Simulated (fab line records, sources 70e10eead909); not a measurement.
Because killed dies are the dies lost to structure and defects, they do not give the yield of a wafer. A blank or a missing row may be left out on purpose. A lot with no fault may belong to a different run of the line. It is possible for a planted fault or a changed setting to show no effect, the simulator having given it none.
Chamber matching :: flow nand_harc :: 3 sister chambers for NHARC_P_M2_PRE_CLEAN_32 on pecvd-03
The step time 12 s. 6 wafers are shown with their chamber, then 12 later ones without.

## EACH WAFER AND ITS CHAMBER
wafer: L088.2
chamber: 1
heater_power_w (W): 612
susceptor_temp_C (C): 369.87

wafer: L088.4
chamber: 1
heater_power_w (W): 610
susceptor_temp_C (C): 369.94

wafer: L088.5
chamber: 0
heater_power_w (W): 598
susceptor_temp_C (C): 369.87

wafer: L089.3
chamber: 2
heater_power_w (W): 594
susceptor_temp_C (C): 370.05

wafer: L089.4
chamber: 0
heater_power_w (W): 551
susceptor_temp_C (C): 370.01

wafer: L089.6
chamber: 2
heater_power_w (W): 614
susceptor_temp_C (C): 370.13

## WAFERS WITH NO CHAMBER GIVEN
wafer: L090.2
heater_power_w (W): 623
susceptor_temp_C (C): 370.25

wafer: L090.4
heater_power_w (W): 634
susceptor_temp_C (C): 369.92

wafer: L090.6
heater_power_w (W): 583
susceptor_temp_C (C): 369.84

wafer: L092.1
heater_power_w (W): 561
susceptor_temp_C (C): 369.92

wafer: L092.3
heater_power_w (W): 623
susceptor_temp_C (C): 369.81

wafer: L092.4
heater_power_w (W): 634
susceptor_temp_C (C): 369.81

wafer: L096.1
heater_power_w (W): 551
susceptor_temp_C (C): 369.74

wafer: L096.3
heater_power_w (W): 622
susceptor_temp_C (C): 369.84

wafer: L096.5
heater_power_w (W): 636
susceptor_temp_C (C): 369.97

wafer: L097.1
heater_power_w (W): 528
susceptor_temp_C (C): 370.21

wafer: L097.2
heater_power_w (W): 636
susceptor_temp_C (C): 369.86

wafer: L097.5
heater_power_w (W): 523
susceptor_temp_C (C): 370.10

## CHAMBER TAKEN BY EACH
wafer: L090.2
from the rows above: 2
in truth: 2

wafer: L090.4
from the rows above: can't be placed: 1 or 2 or 0
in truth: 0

wafer: L090.6
from the rows above: can't be placed: 0 or 1
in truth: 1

wafer: L092.1
from the rows above: can't be placed: 0 or 1
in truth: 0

wafer: L092.3
from the rows above: can't be placed: 1 or 0
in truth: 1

wafer: L092.4
from the rows above: can't be placed: 1 or 0
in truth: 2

wafer: L096.1
from the rows above: can't be placed: 0 or 1
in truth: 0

wafer: L096.3
from the rows above: can't be placed: 1 or 0
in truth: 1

wafer: L096.5
from the rows above: can't be placed: 1 or 2 or 0
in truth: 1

wafer: L097.1
from the rows above: can't be placed: 2 or 0 or 1
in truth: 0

wafer: L097.2
from the rows above: can't be placed: 1 or 0
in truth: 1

wafer: L097.5
from the rows above: can't be placed: 0 or 2 or 1
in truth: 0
Correctly placed: 1 of 12. Unplaceable from these rows: 11, with the true chamber sitting among the candidates in 10. Number placed wrongly: 0.
How it was worked out, from the rows above alone: a wafer's distance from a chamber is the root of the sum, over the readings, of the square of ((its reading less the chamber's mean) divided by the reading's scatter). The wafer belongs to the nearest chamber; if the next one is less than 2 further off, it can't be placed. For every chamber, the mean is computed from those of its wafers that are shown. The scatter: take each reading less its chamber's mean, square it, sum over the shown wafers, divide by the number of wafers less the number of chambers, and take the root.
